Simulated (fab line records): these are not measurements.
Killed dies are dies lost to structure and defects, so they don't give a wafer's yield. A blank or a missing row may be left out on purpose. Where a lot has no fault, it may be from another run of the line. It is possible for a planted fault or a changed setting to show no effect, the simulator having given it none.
Matching of chambers ; flow n5-finfet ; rie-diel-02 running N5_BEOL_M11_ETCH_66: 4 sister chambers
The step etches SOC in N2/H2, target depth 120 nm, overetch 24 nm, time 180 s. 14 wafers are shown with their chamber, then 7 later ones without.

EACH WAFER AND ITS CHAMBER
wafer;chamber;drypump-motor-current-A (A);showerhead-plenum-p-Torr (Torr);throttle-valve-pct (%)
L077.4;1;5.9;2.50;17.66
L077.5;2;5.6;2.57;17.23
L077.6;3;5.8;2.50;18.21
L076.2;2;5.7;2.57;17.23
L076.3;1;5.9;2.50;17.67
L076.5;1;5.9;2.50;17.66
L079.2;0;5.8;2.55;17.47
L079.3;1;5.9;2.50;17.66
L079.6;0;5.8;2.55;17.48
L085.1;0;5.8;2.54;17.51
L085.3;2;5.6;2.56;17.28
L085.4;2;5.6;2.56;17.29
L091.1;1;5.9;2.49;17.26
L091.2;0;5.8;2.54;17.53

SIGNATURES (averages over the wafers above)
reading;chamber 0;chamber 1;chamber 2;chamber 3;scatter within a chamber
drypump-motor-current-A;5.800;5.900;5.625;5.800;0.0274
showerhead-plenum-p-Torr;2.5450;2.4980;2.5650;2.5000;0.00529
throttle-valve-pct;17.4975;17.5820;17.2575;18.2100;0.116
Rule: for a wafer and a chamber, the distance is found by dividing, reading by reading, the gap between the wafer's reading and the chamber's mean by the reading's scatter, squaring, summing and taking the root. If the next closest chamber is less than 2 further off than the closest, the wafer can't be placed; otherwise it belongs to the closest. The scatter is the square root of a quotient: the sum, over the shown wafers, of each reading's squared deviation from its chamber's mean, divided by wafers minus chambers.

WAFERS WITH NO CHAMBER GIVEN
wafer;drypump-motor-current-A (A);showerhead-plenum-p-Torr (Torr);throttle-valve-pct (%)
L091.6;5.8;2.54;17.53
L093.1;5.6;2.56;17.30
L093.3;5.9;2.49;17.27
L093.4;5.6;2.56;17.30
L095.4;5.7;2.55;17.32
L095.5;5.8;2.54;17.52
L095.6;5.8;2.49;17.81

CHAMBER TAKEN BY EACH
wafer;from the rows above;in truth
L091.6;0;0
L093.1;2;2
L093.3;1;1
L093.4;2;2
L095.4;can't be placed: 2 or 0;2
L095.5;0;0
L095.6;can't be placed: 3 or 1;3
Correctly placed: 5 of 7. Not placeable from these rows: 2 (in 2, the candidates include the true chamber). Wrongly placed: 0.
